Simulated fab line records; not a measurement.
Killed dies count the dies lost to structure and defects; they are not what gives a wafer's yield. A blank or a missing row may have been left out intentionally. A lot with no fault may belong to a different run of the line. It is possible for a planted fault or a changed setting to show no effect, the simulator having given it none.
Lot-split experiment -- flow n5Finfet -- 21 wafers read from 7 lots, route of 1938 steps

== SPLIT DETAILS ==
At N5_BEOL_M14_PEB_26 (peb time 90 s), the setting pebTempC was moved away from the recipe's 130 C on 7 of the 21 wafers read, by +1.3% to +1.8%. The other wafers ran this setting at the recipe's value.

== FROM THE SPLIT TO THE READING: what the file shows between them, 2 steps ==
- N5_BEOL_M14_DEVELOP_27: develop time 45 s (also split here: developTimeS)
- N5_BEOL_M14_HARDBAKE_32: time 120 s

== THE READING ==
cdNm (nm) at N5_BEOL_M14_CD_MEAS_28, where the cd target is 284.4 nm. On this fab line, fault-free wafers typically give 283.4 nm with a standard deviation of 1.8 nm.

wafer,"tool, chamber at the split","pebTempC as run, C",against the recipe,"cdNm, nm",against lot-mates on the recipe
L083.2,"lithoTrack-05, 0",131.7,+1.3%,291.1,+6.8
L083.3,"lithoTrack-05, 0",130,recipe,283.9,-
L083.4,"lithoTrack-05, 0",130,recipe,284.7,-
L086.2,"lithoTrack-05, 0",130,recipe,284.8,-
L086.3,"lithoTrack-05, 0",130,recipe,283.7,-
L086.6,"lithoTrack-05, 0",130,recipe,284.8,-
L088.2,"lithoTrack-03, 0",131.7,+1.3%,291.1,no lot-mate on the recipe
L088.3,"lithoTrack-03, 0",131.7,+1.3%,292.0,no lot-mate on the recipe
L088.6,"lithoTrack-03, 0",131.7,+1.3%,286.8,no lot-mate on the recipe
L090.4,"lithoTrack-03, 0",131.7,+1.3%,294.1,+11.6
L090.5,"lithoTrack-03, 0",130,recipe,281.5,-
L090.6,"lithoTrack-03, 0",130,recipe,283.6,-
L092.2,"lithoTrack-05, 0",130,recipe,283.9,-
L092.3,"lithoTrack-05, 0",132.4,+1.8%,292.4,+8.5
L092.5,"lithoTrack-05, 0",132.4,+1.8%,292.5,+8.6
L094.1,"lithoTrack-03, 0",130,recipe,284.0,-
L094.2,"lithoTrack-03, 0",130,recipe,285.8,-
L094.3,"lithoTrack-03, 0",130,recipe,287.1,-
L096.3,"lithoTrack-01, 0",130,recipe,279.8,-
L096.4,"lithoTrack-01, 0",130,recipe,282.6,-
L096.5,"lithoTrack-01, 0",130,recipe,280.7,-

THE FIT
A straight line over all 21 wafers: cdNm changes by +5.23 nm for each +1% of pebTempC; r = +0.88; the points scatter about the line by 2.1 nm.
The same after taking each lot's own level away (the mean of its wafers on the recipe; 18 wafers): +5.38 nm for each +1%; r = +0.93; scatter 1.5 nm.
Per that fit: largest pebTempC move, reading shift of 9.9 nm.
The lots' own levels span 281.03 to 285.63 nm, that is 2.6 times the standard deviation above.
The two slopes are in agreement: the lot-to-lot level therefore moves the slope only a little.
Check: +10.8 nm against its lot-mates is what the line predicts for one of the wafers moved furthest among these (+1.8%) when that wafer is left out of the fit. It came out at +8.5 nm against them.

== FURTHER SPLITS ON THESE WAFERS ==
Other splits were also applied to these wafers ahead of the reading. Each is held against what the fit with the lots' levels taken away leaves over:
other split on the same wafers,wafers away from the commonest value,r with cdNm (lot level and that fit taken away)
N5_BEOL_M12_COAT_66 spinRpm,6,+0.09
N5_BEOL_M13_COAT_58 spinRpm,8,+0.47
N5_BEOL_M13_EXPOSE_07 doseMj,11,+0.25
N5_BEOL_M14_DEVELOP_27 developTimeS,8,+0.11

== THE WHOLE CHAIN: every reading that the file lists as answering this split, in the file's order ==
step,what it does,reading,change (the file's fit),r (the file's)
N5_BEOL_M14_CD_MEAS_28,target cd 284.4 nm,cdNm,+5.83 nm for each +1% of the setting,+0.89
N5_BEOL_M14_DESCUM_33,"chemistry O2, time 7.9 s","BEOL_M14.cdNm (the simulator's own value, which no gauge read)",+5.86 nm for each +1% of the setting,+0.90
N5_BEOL_M14_ETCH_67,"etches SiARC in CF4, target depth 143 nm, time 238.3 s","BEOL_M14.cdNm (the simulator's own value, which no gauge read)",+6.19 nm for each +1% of the setting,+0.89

== THE FILE'S OWN FIT ==
cdNm changes by +5.83 nm for each +1% of pebTempC, r = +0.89.
